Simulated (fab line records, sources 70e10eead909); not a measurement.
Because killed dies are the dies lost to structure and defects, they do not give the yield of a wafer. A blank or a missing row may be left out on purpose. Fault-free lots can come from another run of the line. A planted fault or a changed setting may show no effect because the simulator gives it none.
Check for tools in common -- flow nand_harc -- Sample size 10 lots and 30 wafers

WHAT PROMPTED THE OPENING
Flagged at NHARC_END_SORT_01: reading killed_at_array, on 3 of 10 lots. Wafers without a fault read 25, standard deviation 9.2.
Rule: a lot gets a flag if all its wafers with a number sit over 4 standard deviations from that mean, or if no wafer of it has a number. The other lots count as sound.

lot,measured,on,"killed_at_array, wafer by wafer",flag
L464,day 19 19:23,prober-02,14 19 11,
L463,day 20 03:15,prober-01,20 15 21,
L468,day 20 11:01,prober-01,20 12 24,
L471,day 21 03:17,prober-01,29 32 38,
L469,day 21 12:40,prober-01,13 15 8,
L475,day 22 12:47,prober-01,674 671 669,FLAGGED
L474,day 22 15:07,prober-02,674 673 674,FLAGGED
L478,day 23 08:08,prober-02,671 670 676,FLAGGED
L479,day 23 09:42,prober-01,27 31 25,
L486,day 25 15:38,prober-02,17 27 12,
On average the flagged lots' numbers are 672, which is +647 against the usual, or +70 standard deviations.

WHICH TOOL RAN EACH LOT
4 process steps preceding the reading are held in the record, out of 1159 steps in the route. Every cell lists first the tool, next ch and the chambers used by the sampled wafers, and last the start.
lot,flag,NHARC_A_CONTACT_ETCH_88,NHARC_A_CONTACT_ETCH_136,NHARC_A_CONTACT_STRIP_26,NHARC_A_CONTACT_ALD_18
L464,,"rie_diel-01 ch 1,3, day 17 11:09","har_cap_etch-03 ch 0,1, day 17 12:32","rie_diel-01 ch 2,3, day 17 14:32 or earlier","ald_metal-04 ch 1,2,3, day 17 14:32"
L463,,"rie_diel-01 ch 0,1,2, day 17 03:28","har_cap_etch-01 ch 0,1, day 17 04:41","rie_diel-01 ch 0,1,2, day 17 06:42 or earlier","ald_metal-02 ch 0,2, day 17 06:42"
L468,,"rie_diel-01 ch 0,1,3, day 18 06:57","har_cap_etch-01 ch 0,1, day 18 08:10","rie_diel-01 ch 0,1,3, day 18 10:07 or earlier","ald_metal-02 ch 0,1,2, day 18 10:07"
L471,,"rie_diel-01 ch 2,3, day 18 23:54","har_cap_etch-03 ch 0,1, day 19 01:09","rie_diel-13 ch 1,2,3, day 19 03:08 or earlier","ald_metal-01 ch 1,2,3, day 19 03:08"
L469,,"rie_diel-01 ch 0,1,2, day 19 05:50","har_cap_etch-02 ch 0,1, day 19 07:05","rie_diel-13 ch 0,1,3, day 19 09:02 or earlier","ald_metal-01 ch 0,2,3, day 19 09:02"
L475,FLAGGED,"rie_diel-01 ch 1,2,3, day 20 03:35","har_cap_etch-02 ch 0,1, day 20 04:53","rie_diel-13 ch 1,2,3, day 20 06:56 or earlier","ald_metal-04 ch 0,2,3, day 20 06:56"
L474,FLAGGED,"rie_diel-01 ch 1,2,3, day 20 09:16","har_cap_etch-03 ch 0,1, day 20 10:32","rie_diel-13 ch 1,2,3, day 20 12:43 or earlier","ald_metal-01 ch 0,1,3, day 20 12:43"
L478,FLAGGED,"rie_diel-01 ch 2,3, day 20 13:05","har_cap_etch-03 ch 0,1, day 20 14:25","rie_diel-01 ch 0,3, day 20 16:19 or earlier","ald_metal-02 ch 0,1, day 20 16:19"
L479,,"rie_diel-01 ch 0,1, day 20 18:44","har_cap_etch-03 ch 0,1, day 20 20:02","rie_diel-04 ch 0,1,2, day 20 21:55 or earlier","ald_metal-02 ch 1,2, day 20 21:55"
L486,,"rie_diel-01 ch 0,2,3, day 23 04:13","har_cap_etch-02 ch 0,1, day 23 05:28","rie_diel-01 ch 1,2,3, day 23 07:24 or earlier","ald_metal-02 ch 0,1,2, day 23 07:24"
What is done by these steps:
- NHARC_A_CONTACT_ETCH_88: etches the open film in CF4, target depth 39 nm, time 65 s.
- NHARC_A_CONTACT_ETCH_136: etches the open film in C4F8/O2/Ar, time 132 s, target depth 1287 nm.
- NHARC_A_CONTACT_STRIP_26: strips in O2.
- NHARC_A_CONTACT_ALD_18: deposits TiN, target thk 3 nm, pulse time 1 s, ald cycles 150.
- NHARC_END_SORT_01

FLAGGED OVER TOTAL, TOOL BY TOOL (the gauges that took the reading come last)
step,tool,lots run,flagged,share of the flagged lots,sound lots run after its first flagged lot
NHARC_A_CONTACT_ETCH_88,rie_diel-01,10,3,all,"2 (L479,L486)"
NHARC_A_CONTACT_ETCH_136,har_cap_etch-01,2,0,none,-
NHARC_A_CONTACT_ETCH_136,har_cap_etch-02,3,1,some,1 (L486)
NHARC_A_CONTACT_ETCH_136,har_cap_etch-03,5,2,some,1 (L479)
NHARC_A_CONTACT_STRIP_26,rie_diel-01,5,1,some,1 (L486)
NHARC_A_CONTACT_STRIP_26,rie_diel-04,1,0,none,-
NHARC_A_CONTACT_STRIP_26,rie_diel-13,4,2,some,0
NHARC_A_CONTACT_ALD_18,ald_metal-01,3,1,some,0
NHARC_A_CONTACT_ALD_18,ald_metal-02,5,1,some,"2 (L479,L486)"
NHARC_A_CONTACT_ALD_18,ald_metal-04,2,1,some,0
NHARC_END_SORT_01,prober-01,6,1,some,1 (L479)
NHARC_END_SORT_01,prober-02,4,2,some,1 (L486)
Because NHARC_A_CONTACT_STRIP_26 lacks a start for some lots, the hours and order of its lots are taken from NHARC_A_CONTACT_ALD_18.

WHAT THE TABLE PERMITS
All flagged lots share 1 row of the table, namely rie_diel-01 at NHARC_A_CONTACT_ETCH_88.
- rie_diel-01 at NHARC_A_CONTACT_ETCH_88: 3 of its 10 lots flagged. Sound lots followed the first flagged one (L479, L486) on it, something a lasting fault affecting the whole tool could not allow.
None of the table's rows ran every flagged lot and, after the first, no sound lot.

WHAT THE SIMULATOR HAD INSERTED
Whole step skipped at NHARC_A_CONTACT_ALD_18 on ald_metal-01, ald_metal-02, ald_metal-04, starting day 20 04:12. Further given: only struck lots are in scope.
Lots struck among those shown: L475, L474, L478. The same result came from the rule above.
